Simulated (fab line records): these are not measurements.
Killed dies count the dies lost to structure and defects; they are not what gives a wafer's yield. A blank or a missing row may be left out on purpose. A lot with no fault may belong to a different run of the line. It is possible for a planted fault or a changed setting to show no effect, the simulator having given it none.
8D (eight disciplines) problem report, filled in by code || flow n5Finfet || the parts of the form that need people (team, actions taken, sign-off) are left out

## 1. THE PROBLEM
Mean M12_ILD_THK at N5_BEOL_M12_THK_MEAS_01: 975 nm over 3 wafers in 2 lots; fault-free wafers: 657 nm, standard deviation 7.8. That is +41 standard deviations from the usual mean.
First seen on wafer L932.2, day 13 22:54, on filmMetro-02. At this step, 28 wafers from 10 lots have a number in the record. The rule behind "out" and "out of limits": a value lying over 4 standard deviations away from the usual mean. All remaining wafers that have a number are taken as sound.

## 2. WHAT IT IS, AND WHAT IT ISN'T
{"question": "which readings at this step", "is": "M12_ILD_THK", "is not": "-"}
{"question": "which lots", "is": "L932, L933", "is not": "L918, L921, L925, L926, L927, L928, L939, L940"}
{"question": "which wafers of those lots", "is": "L932.2, L932.4, L933.4", "is not": "L933.6"}
{"question": "read on which gauges", "is": "filmMetro-01, filmMetro-02", "is not": "-"}
{"question": "when", "is": "from day 13 22:54", "is not": "up to then (18 sound wafers); but 7 sound wafers of L933, L939, L940 came after"}

## 3. WHAT RULES OUT EACH SUSPECT
Counting: a tool at a process step up to the reading stays a suspect if it ran every lot that is out. Sound lots after the first of them don't rule it out here, since some wafers of a struck lot are sound.
- the gauge at N5_BEOL_M12_THK_MEAS_01 has been ruled out. 2 gauges (filmMetro-01, filmMetro-02) read the wafers that are out.
- pvdSputter-03 at N5_BEOL_M11_SPUTTER_48 (material Cu, target thk 12 nm, time 2 s): kept. Ran every lot that is out, first one L932 (day 13 21:46); last sound lot up to then L925 (day 12 09:49).
- rtpAnneal-01 at N5_BEOL_M11_ANNEAL_51 (time 90 s): kept. Ran every lot that is out, first one L932 (day 13 22:02); last sound lot up to then L921 (day 11 10:07).
- pecvd-04 at N5_BEOL_M12_ILD_DEP_00 (deposits SiOC from DEMS/O2, target thk 658.92 nm, time 130.7 s): kept. Ran every lot that is out, first one L932 (day 13 22:46); last sound lot up to then L928 (day 13 02:56). Its own runLengthS readings are out on those wafers.
Left after counting: pvdSputter-03 at N5_BEOL_M11_SPUTTER_48, rtpAnneal-01 at N5_BEOL_M11_ANNEAL_51, pecvd-04 at N5_BEOL_M12_ILD_DEP_00.

## 4. THE CAUSE (what the simulator had put in)
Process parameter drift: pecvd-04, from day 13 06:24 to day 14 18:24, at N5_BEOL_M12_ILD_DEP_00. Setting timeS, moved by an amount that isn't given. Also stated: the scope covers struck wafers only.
Counting left 3 suspects, and this tool is among them.

## 5. THE EFFECT CHAIN, in route order
Each row: a reading where the mean over the struck wafers with a number is more than 3 standard deviations away from the usual. Readings are gone through only where the record gives a usual standard deviation; hours: the median, over the lots, of the time from a lot's start at the first step in this table giving one to that lot's start at this step; sigmas: the change measured in usual standard deviations.
{"hours": 0, "step": "N5_BEOL_M12_ILD_DEP_00", "reading": "runLengthS", "usual": "175.6 s", "on struck wafers": 239.1, "change": "+63.5", "sigmas": "+99 or more"}
{"hours": 0, "step": "N5_BEOL_M12_THK_MEAS_01", "reading": "M12_ILD_THK", "usual": "657 nm", "on struck wafers": 975, "change": "+318", "sigmas": "+41"}
{"hours": 1, "step": "N5_BEOL_M12_STRIP_63", "reading": "oesProductAu", "usual": "0.693 a.u.", "on struck wafers": 0.647, "change": -0.046, "sigmas": -9.9}
{"hours": 1, "step": "N5_BEOL_M12_STRIP_63", "reading": "stripTimeToEndpointS", "usual": "42.7 s", "on struck wafers": 15.2, "change": -27.5, "sigmas": -39}
It contains these process steps:
- N5_BEOL_M12_ILD_DEP_00: deposits SiOC from DEMS/O2, target thk 658.92 nm, time 130.7 s.
- N5_BEOL_M12_STRIP_63: strips in N2/H2.

## 6. WHAT WOULD HAVE CAUGHT IT SOONER
The first out-of-limits reading at a measuring or inspecting step in this record came at day 13 22:54, 16 hours after the fault's start at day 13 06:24.
At N5_BEOL_M12_ILD_DEP_00, the tool's own readings (runLengthS) were out on each struck wafer the step has a row for, so an alarm limit on them would have fired on the first such wafer.
Lots out: 2; of these, L933 started N5_BEOL_M12_ILD_DEP_00 on pecvd-04 after day 13 22:54. Holding the tool at that time would have saved it.
